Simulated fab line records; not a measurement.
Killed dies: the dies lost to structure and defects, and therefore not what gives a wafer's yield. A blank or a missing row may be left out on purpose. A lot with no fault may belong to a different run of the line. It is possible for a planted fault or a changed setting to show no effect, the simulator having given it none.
A lot that was struck, set against a sound lot | flow n5Finfet | 23 steps out of a route of 1938
Sound: the wafers L794.1, L794.2, L794.3. Wafers struck: L799.2, L799.3, L799.6. The cause is given at the end.
Each step with rows lists, per side, the tool, then ch with its chambers, then its first start. Under that, the readings that differ: sound wafers | struck wafers | difference of the means | sigmas: that difference in standard deviations of wafers without a fault.
alike: readings with means less than 2 such deviations apart, plus words and numbers identical on both sides. not compared: withheld readings, readings lacking a value on some wafer, bounds such as >300 that could conceal the same value, and numbers that have no deviation in the record and whose values overlap.
A row with sigmas, a row that says differs or no value, or rows on one side alone: a step with any of these is where the two part. When numbers do not overlap yet have no deviation, they are printed without sigmas and do not part them. Lack of a reading on every wafer of one side parts them only where that side has two or more wafers.

first, 9 steps without rows for these wafers: N5_BEOL_M14_EXPOSE_07 (exposes mask V13); N5_BEOL_M14_PEB_08 (peb time 90 s); N5_BEOL_M14_DEVELOP_09 (develop time 45 s); N5_BEOL_M14_HARDBAKE_14 (time 120 s); N5_BEOL_M14_DESCUM_15 (chemistry O2, time 7.9 s); N5_BEOL_M14_ETCH_59 (etches BARC in N2/H2, target depth 89 nm, overetch 26.7 nm, time 67.9 s); N5_BEOL_M14_VIA_ETCH_16 (etches SiO2 in C4F8/O2/Ar, target depth 1231.3 nm); N5_BEOL_M14_STRIP_63 (strips in O2); N5_BEOL_M14_STRIP_64 (strips in O2).
N5_BEOL_M14_STRIP_71: strips in post etch residue remover, time 60 s.
  sound on wetBench-02 ch 0,6,7, day 11 08:38; struck on wetBench-02 ch 3,5,7, day 12 03:27
  alike: tempC
then, 10 steps without rows for these wafers: N5_BEOL_M14_SRD_72 (time 30 s, dry time 30 s); N5_BEOL_M14_COAT_65 (time 60 s, resist thk 450 nm); N5_BEOL_M14_COAT_66 (time 60 s, resist thk 110 nm); N5_BEOL_M14_COAT_22 (resist thk 300 nm); N5_BEOL_M14_EBR_24; N5_BEOL_M14_SOFTBAKE_23 (time 60 s); N5_BEOL_M14_EXPOSE_25 (exposes mask M14, target cd 280 nm); N5_BEOL_M14_PEB_26 (peb time 90 s); N5_BEOL_M14_DEVELOP_27 (develop time 45 s); N5_BEOL_M14_HARDBAKE_32 (time 120 s).
N5_BEOL_M14_INSPECT_30: inspects for defects (macro).
  struck on defectInspect-02, day 12 03:53; sound on defectInspect-01, day 11 09:11
reading        | sound | struck         | difference | sigmas
rawDefectCount | 4 2 2 | >300 >300 >300 | differs    | 
then, 1 step without rows for these wafers: N5_BEOL_M14_DESCUM_33 (chemistry O2, time 7.9 s).
N5_PASSIVATION_PROBE_49:
  record: rows for the struck wafers here (prober-01, day 13 05:29), none for the sound ones

== WHERE THEY PART ==
Earliest at N5_BEOL_M14_INSPECT_30; latest, in this record, at N5_PASSIVATION_PROBE_49.

WHY: the cause the simulator had injected
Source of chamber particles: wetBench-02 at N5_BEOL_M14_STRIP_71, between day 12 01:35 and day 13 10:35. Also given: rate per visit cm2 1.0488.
